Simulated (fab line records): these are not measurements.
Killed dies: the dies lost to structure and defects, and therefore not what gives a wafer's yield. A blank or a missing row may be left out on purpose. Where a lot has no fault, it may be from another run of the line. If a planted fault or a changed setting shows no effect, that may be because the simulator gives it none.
Problem report in the 8D (eight disciplines) form, filled by code -- flow n5-finfet -- the parts of the form that need people (team, actions taken, sign-off) are left out

== 1. THE ISSUE ==
raw-defect-count at N5_STI_FIN_REVEAL_INSPECT_13 reads a mean of 421 on 6 wafers of 2 lots; wafers without a fault read 12 with a standard deviation of 6.3. Measured from the usual mean, that is +65 standard deviations.
The step: inspects for defects (darkfield).
Seen first at day 4 15:39 on defect-inspect-01, wafer L296.1. The record has a number at this step for 27 wafers belonging to 9 lots. Rule for "out", or "out of limits": more than 4 standard deviations from the usual mean. The other wafers with a number count as sound.

== 2. WHAT IT IS; WHAT IT IS NOT ==
question,is,is not
which readings at this step,raw-defect-count,-
which lots,"L296, L299","L288, L290, L295, L304, L309, L310, L311"
which wafers of those lots,all that have a number,-
read on which gauges,defect-inspect-01,defect-inspect-02
when,from day 4 15:39,"up to then (9 sound wafers); but 12 sound wafers of L304, L309, L310, L311 came after"

== 3. WHAT RULES OUT EACH SUSPECT ==
Counting: a tool at any process step up to the reading remains a suspect when it ran all the lots that are out and ran no sound lot after the first of those.
- ruled out: the gauge at N5_STI_FIN_REVEAL_INSPECT_13. All the wafers that are out were read on defect-inspect-01, but those of them that N5_PASSIVATION_PROBE_49 has rows for are out there too, on other tools.
- ald-sin-01 at N5_STI_FIN_REVEAL_ALD_14 (deposits Si3N4, target thk 3 nm): ruled out as a lasting fault. The sound lots L304 went through it after L296, its earliest lot that is out (day 4 04:45).
- plasma-asher-01 at N5_STI_FIN_REVEAL_OXIDATION_31 (chemistry O2 PLASMA REMOTE, time 20 s): ruled out as a lasting fault. The sound lots L309, L310 went through it after L296, its earliest lot that is out (day 4 14:33).
Left after counting: nothing in the record.

== 4. THE CAUSE (what the simulator had put in) ==
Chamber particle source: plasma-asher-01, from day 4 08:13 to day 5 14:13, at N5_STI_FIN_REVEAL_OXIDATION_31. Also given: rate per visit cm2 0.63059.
The count ruled it out by mistake, since the rule takes a fault to strike every lot its tool runs from the start of the fault on, and this one did not do so.

== 5. SEQUENCE OF EFFECTS, ordered by route ==
Each row: a reading whose mean over the struck wafers that have a number lies more than 3 standard deviations from the usual. Scope: only readings with a usual standard deviation given in the record; hours: median across lots of the time from each lot's start at the first step in this table that gives one to its start at this step; sigmas: change in usual standard deviations.
hours,step,reading,usual,on struck wafers,change,sigmas
0,N5_STI_FIN_REVEAL_INSPECT_13,raw-defect-count,12,421,+409,+65
287,N5_PASSIVATION_PROBE_49,defect-limited-yield,91.4 %,82.4,-9.0,-7.5
287,N5_PASSIVATION_PROBE_49,killed-at-front-end,37,146,+109,+11
287,N5_PASSIVATION_PROBE_49,killed-dies,102,208,+106,+7.0
287,N5_PASSIVATION_PROBE_49,sort_bin_5_function,5.1 %,11.7,+6.6,+8.2
287,N5_PASSIVATION_PROBE_49,sort-n-pass,1078,972,-106,-7.0
287,N5_PASSIVATION_PROBE_49,sort-yield-pct,91.4 %,82.4,-9.0,-7.5
The process steps in it:
- N5_PASSIVATION_PROBE_49
Later steps that measure or inspect, where all struck wafers having a row at the step show a number for every such reading and not one has moved that far: N5_BEOL_M4_RC_MEAS_101.

== 6. WHAT WOULD HAVE CAUGHT IT SOONER ==
In this record the first reading out of limits at a measuring or inspecting step was taken at day 4 15:39, 7 hours after the fault began at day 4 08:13.
No tool reading at N5_STI_FIN_REVEAL_OXIDATION_31 that has a usual standard deviation in the record was out on any struck wafer, so an alarm limit of 4 standard deviations on those readings would not have fired.
